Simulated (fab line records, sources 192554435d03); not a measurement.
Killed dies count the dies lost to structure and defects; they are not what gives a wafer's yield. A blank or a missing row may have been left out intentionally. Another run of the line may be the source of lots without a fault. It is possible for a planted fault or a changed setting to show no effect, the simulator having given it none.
Split-lot experiment / flow n5 finfet / 7 lots, 21 wafers read, on a route of 1938 steps

== THE SPLIT ITSELF ==
At N5_SDB_CUT_ETCH_26 (etches Si in HBr/Cl2/O2, target depth 129.6 nm, bt time 20 s, time 51.8 s), the setting icp w was moved away from the recipe's 800 W on 12 of the 21 wafers read, by -10.9% to +14.9%. All remaining wafers had this setting at the recipe value.

The reading comes from the split's own step.

== THE READING ==
SDB.feature depth nm (the simulator's own value, which no gauge read), in nm, at N5_SDB_CUT_ETCH_26 (etches Si in HBr/Cl2/O2, target depth 129.6 nm, bt time 20 s, time 51.8 s). The file does not state a usual value for it. Average 129.2 nm, standard deviation 1.1 nm, over the 9 wafers here run with the recipe.

wafer=L081.1; tool, chamber at the split=rie si-03, 0; icp w as run, W=713.1; against the recipe=-10.9%; SDB.feature depth nm, nm=123.6; against lot-mates on the recipe=-5.2
wafer=L081.3; tool, chamber at the split=rie si-03, 1; icp w as run, W=800; against the recipe=recipe; SDB.feature depth nm, nm=128.4; against lot-mates on the recipe=-
wafer=L081.6; tool, chamber at the split=rie si-03, 1; icp w as run, W=800; against the recipe=recipe; SDB.feature depth nm, nm=129.2; against lot-mates on the recipe=-
wafer=L084.4; tool, chamber at the split=rie si-03, 3; icp w as run, W=919.5; against the recipe=+14.9%; SDB.feature depth nm, nm=141.6; against lot-mates on the recipe=+10.2
wafer=L084.5; tool, chamber at the split=rie si-03, 0; icp w as run, W=919.5; against the recipe=+14.9%; SDB.feature depth nm, nm=137.8; against lot-mates on the recipe=+6.4
wafer=L084.6; tool, chamber at the split=rie si-03, 3; icp w as run, W=800; against the recipe=recipe; SDB.feature depth nm, nm=131.4; against lot-mates on the recipe=-
wafer=L087.1; tool, chamber at the split=rie si-03, 1; icp w as run, W=873.6; against the recipe=+9.2%; SDB.feature depth nm, nm=133; against lot-mates on the recipe=no lot-mate on the recipe
wafer=L087.4; tool, chamber at the split=rie si-03, 0; icp w as run, W=873.6; against the recipe=+9.2%; SDB.feature depth nm, nm=135.4; against lot-mates on the recipe=no lot-mate on the recipe
wafer=L087.5; tool, chamber at the split=rie si-03, 2; icp w as run, W=873.6; against the recipe=+9.2%; SDB.feature depth nm, nm=136.4; against lot-mates on the recipe=no lot-mate on the recipe
wafer=L088.2; tool, chamber at the split=rie si-03, 0; icp w as run, W=750; against the recipe=-6.2%; SDB.feature depth nm, nm=126.8; against lot-mates on the recipe=-3.4
wafer=L088.5; tool, chamber at the split=rie si-03, 2; icp w as run, W=800; against the recipe=recipe; SDB.feature depth nm, nm=130.2; against lot-mates on the recipe=-
wafer=L088.6; tool, chamber at the split=rie si-03, 1; icp w as run, W=750; against the recipe=-6.2%; SDB.feature depth nm, nm=124.8; against lot-mates on the recipe=-5.4
wafer=L089.3; tool, chamber at the split=rie si-03, 0; icp w as run, W=800; against the recipe=recipe; SDB.feature depth nm, nm=130.2; against lot-mates on the recipe=-
wafer=L089.5; tool, chamber at the split=rie si-03, 1; icp w as run, W=800; against the recipe=recipe; SDB.feature depth nm, nm=127.6; against lot-mates on the recipe=-
wafer=L089.6; tool, chamber at the split=rie si-03, 2; icp w as run, W=800; against the recipe=recipe; SDB.feature depth nm, nm=129; against lot-mates on the recipe=-
wafer=L095.1; tool, chamber at the split=rie si-02, 0; icp w as run, W=875.5; against the recipe=+9.4%; SDB.feature depth nm, nm=134.2; against lot-mates on the recipe=+5.0
wafer=L095.3; tool, chamber at the split=rie si-02, 2; icp w as run, W=875.5; against the recipe=+9.4%; SDB.feature depth nm, nm=135; against lot-mates on the recipe=+5.8
wafer=L095.6; tool, chamber at the split=rie si-02, 2; icp w as run, W=800; against the recipe=recipe; SDB.feature depth nm, nm=129.2; against lot-mates on the recipe=-
wafer=L097.1; tool, chamber at the split=rie si-06, 1; icp w as run, W=839.6; against the recipe=+5.0%; SDB.feature depth nm, nm=132.2; against lot-mates on the recipe=+4.2
wafer=L097.5; tool, chamber at the split=rie si-06, 0; icp w as run, W=800; against the recipe=recipe; SDB.feature depth nm, nm=128; against lot-mates on the recipe=-
wafer=L097.6; tool, chamber at the split=rie si-06, 3; icp w as run, W=839.6; against the recipe=+5.0%; SDB.feature depth nm, nm=131; against lot-mates on the recipe=+3.0

THE FIT
A straight line over all 21 wafers: SDB.feature depth nm changes by +0.616 nm for each +1% of icp w; r = +0.96; the points scatter about the line by 1.3 nm.
The same after taking each lot's own level away (the mean of its wafers on the recipe; 18 wafers): +0.571 nm for each +1%; r = +0.97; scatter 1.1 nm.
The reading moves by 8.5 nm for the largest change in icp w, on that fit.
Measured against the standard deviation above, the lots' own levels, which go from 128.00 to 131.40 nm, span 3.0 times it.
Consequently the slope shifts little with the lot-to-lot level, the two slopes agreeing.
Check: +7.95 nm against its lot-mates is what the line predicts for one of the wafers moved furthest among these (+14.9%) when that wafer is left out of the fit. It came out at +10.2 nm against them.

== FURTHER SPLITS ON THESE WAFERS ==
These wafers also went through other splits before the reading. Each is held against what the fit with the lots' levels taken away leaves over:
other split on the same wafers=N5_FIN_CUT_STRIP_23 temp c; wafers away from the commonest value=7; r with SDB.feature depth nm (lot level and that fit taken away)=+0.03
other split on the same wafers=N5_SD_EPI_N_COAT_33 spin rpm; wafers away from the commonest value=8; r with SDB.feature depth nm (lot level and that fit taken away)=-0.30
other split on the same wafers=N5_SD_EPI_N_DESCUM_14 time s; wafers away from the commonest value=4; r with SDB.feature depth nm (lot level and that fit taken away)=-0.15
other split on the same wafers=N5_SD_EPI_P_EPI_21 temp c; wafers away from the commonest value=14; r with SDB.feature depth nm (lot level and that fit taken away)=-0.38
other split on the same wafers=N5_SD_ACTIVATION_LSA_01 temp c; wafers away from the commonest value=9; r with SDB.feature depth nm (lot level and that fit taken away)=+0.57

== THE WHOLE CHAIN: every reading that the file lists as answering this split, in the file's order ==
step=N5_SDB_CUT_ETCH_26; what it does=etches Si in HBr/Cl2/O2, target depth 129.6 nm, bt time 20 s, time 51.8 s; reading=etch.depth nm (the simulator's own value, which no gauge read); change (the file's fit)=+0.555 nm for each +1% of the setting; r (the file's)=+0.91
step=N5_SDB_CUT_ETCH_26; what it does=etches Si in HBr/Cl2/O2, target depth 129.6 nm, bt time 20 s, time 51.8 s; reading=SDB.feature depth nm (the simulator's own value, which no gauge read); change (the file's fit)=+0.56 nm for each +1% of the setting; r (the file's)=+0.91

== THE FILE'S OWN FIT ==
SDB.feature depth nm changes by +0.56 nm for each +1% of icp w, r = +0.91.
